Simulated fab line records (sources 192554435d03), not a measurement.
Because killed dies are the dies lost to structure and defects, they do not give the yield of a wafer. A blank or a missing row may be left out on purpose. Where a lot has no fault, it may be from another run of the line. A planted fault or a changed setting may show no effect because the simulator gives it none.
A struck lot beside a sound one || flow n5_finfet || 17 out of 1938 route steps
Sound: these wafers, L497.2, L497.4, L497.6. The struck wafers were L504.1, L504.2, L504.5. At the end, the cause is stated.
Each step with rows lists, per side, the tool, then ch with its chambers, then its first start. Under that, the readings that differ: sound wafers || struck wafers || difference of the means || sigmas: that difference in standard deviations of wafers without a fault.
alike: words and numbers the same on both sides, and readings whose means are apart by under 2 such deviations; not compared: readings that were withheld, readings missing a value for some wafer, numbers with overlapping values and no deviation given by the record, and bounds like >300 which may hide the same value.
A row with sigmas, a row that says differs or no value, or rows on one side alone: a step with any of these is where the two part. Non-overlapping numbers with no deviation appear without sigmas and do not part them. Lack of a reading on every wafer of one side parts them only where that side has two or more wafers.

N5_BEOL_M4_ANNEAL_82: time 240 s.
  sound on pvd_sputter-03, day 8 17:08; struck on pvd_sputter-01, day 11 17:13
  alike: heater_power_w
then, 3 steps without rows for these wafers: N5_BEOL_M4_SPUTTER_86 (material Cu, target thk 4.5 nm, time 8.29 s); N5_BEOL_M4_ANNEAL_87 (time 240 s); N5_BEOL_M4_SPUTTER_88 (material Cu, target thk 4.5 nm, time 8.29 s).
N5_BEOL_M4_ANNEAL_89: time 240 s.
  sound on pvd_sputter-03, day 8 17:35; struck on pvd_sputter-01, day 11 17:39
  alike: heater_power_w
then, 1 step without rows for these wafers: N5_BEOL_M4_SPUTTER_90 (material Cu, target thk 4.5 nm, time 8.29 s).
N5_BEOL_M4_ANNEAL_91: time 240 s.
  sound on pvd_sputter-03, day 8 17:48; struck on pvd_sputter-01, day 11 17:52
  alike: heater_power_w
then, 3 steps without rows for these wafers: N5_BEOL_M4_SPUTTER_92 (material Cu, target thk 4.5 nm, time 8.29 s); N5_BEOL_M4_ANNEAL_93 (time 240 s); N5_BEOL_M4_SPUTTER_94 (material Cu, target thk 4.5 nm, time 8.29 s).
N5_BEOL_M4_ANNEAL_95: time 240 s.
  sound on pvd_sputter-03, day 8 18:14; struck on pvd_sputter-01, day 11 18:19
  alike: heater_power_w
then, 1 step without rows for these wafers: N5_BEOL_M4_SPUTTER_96 (material Cu, target thk 4.5 nm, time 8.29 s).
N5_BEOL_M4_ECD_50: material Cu, target thk 300 nm.
  sound on ecd_cu-01 ch 0,1, day 8 18:30; struck on ecd_cu-02 ch 0,1, day 11 18:34
N5_BEOL_M4_ANNEAL_51: time 90 s.
  sound on rtp_anneal-02 ch 0, day 8 18:38; struck on rtp_anneal-01 ch 0, day 11 18:39
  alike: anneal_temp_c, wafer_temp_C_max
N5_BEOL_M4_CMP_52: polishes, stops on SiOC, t overpolish 6.8 s, target thk 40 nm.
  sound on cmp-02 ch 0,1, day 8 18:53; struck on cmp-01 ch 0,3, day 11 18:57
{"reading": "time_to_endpoint_s (s)", "sound": "62.1 60.5 60.8", "struck": "1.5 0.0 0.8", "difference": -60.4, "sigmas": -23}
  alike: motor_current_A
N5_BEOL_M4_RC_MEAS_101:
  the record has rows for the sound wafers here (prober-01 ch 0, day 8 19:42) and none for the struck ones
-- a jump in the record: the struck wafers' starts before and after are 5 days apart (it breaks off in module BEOL_M4 and resumes in module PASSIVATION, where the first step shown is number 1936 of the route) --
N5_PASSIVATION_PROBE_49:
  sound on prober-02, day 14 03:59; struck on prober-02, day 16 10:32
{"reading": "defect_limited_yield (%)", "sound": "88.6 90.1 89.3", "struck": "0 0 0", "difference": -89, "sigmas": -69}
{"reading": "killed_at_M4_up", "sound": "15 28 16", "struck": "1062 1083 1100", "difference": "+1062", "sigmas": "+99 or more"}
{"reading": "killed_dies", "sound": "134 117 126", "struck": "1180 1180 1180", "difference": "+1054", "sigmas": "+66"}
{"reading": "killed_on_rim", "sound": "16 13 14", "struck": "152 152 152", "difference": "+138", "sigmas": "+38"}
{"reading": "sort_bin_5_function (%)", "sound": "7.4 5.5 6.2", "struck": "95.2 96.3 95.8", "difference": "+89.4", "sigmas": "+99 or more"}
{"reading": "sort_n_pass", "sound": "1046 1063 1054", "struck": "0 0 0", "difference": -1054, "sigmas": -66}
{"reading": "sort_yield_pct (%)", "sound": "88.6 90.1 89.3", "struck": "0 0 0", "difference": -89, "sigmas": -69}
  alike: killed_at_M0_to_M3, killed_at_contacts, killed_at_front_end, killed_at_other, killed_open, killed_short, sort_bin_6_memory

## WHERE THEY PART
Last at N5_PASSIVATION_PROBE_49 as far as this record goes, first at N5_BEOL_M4_CMP_52.

WHY: the cause the simulator had injected
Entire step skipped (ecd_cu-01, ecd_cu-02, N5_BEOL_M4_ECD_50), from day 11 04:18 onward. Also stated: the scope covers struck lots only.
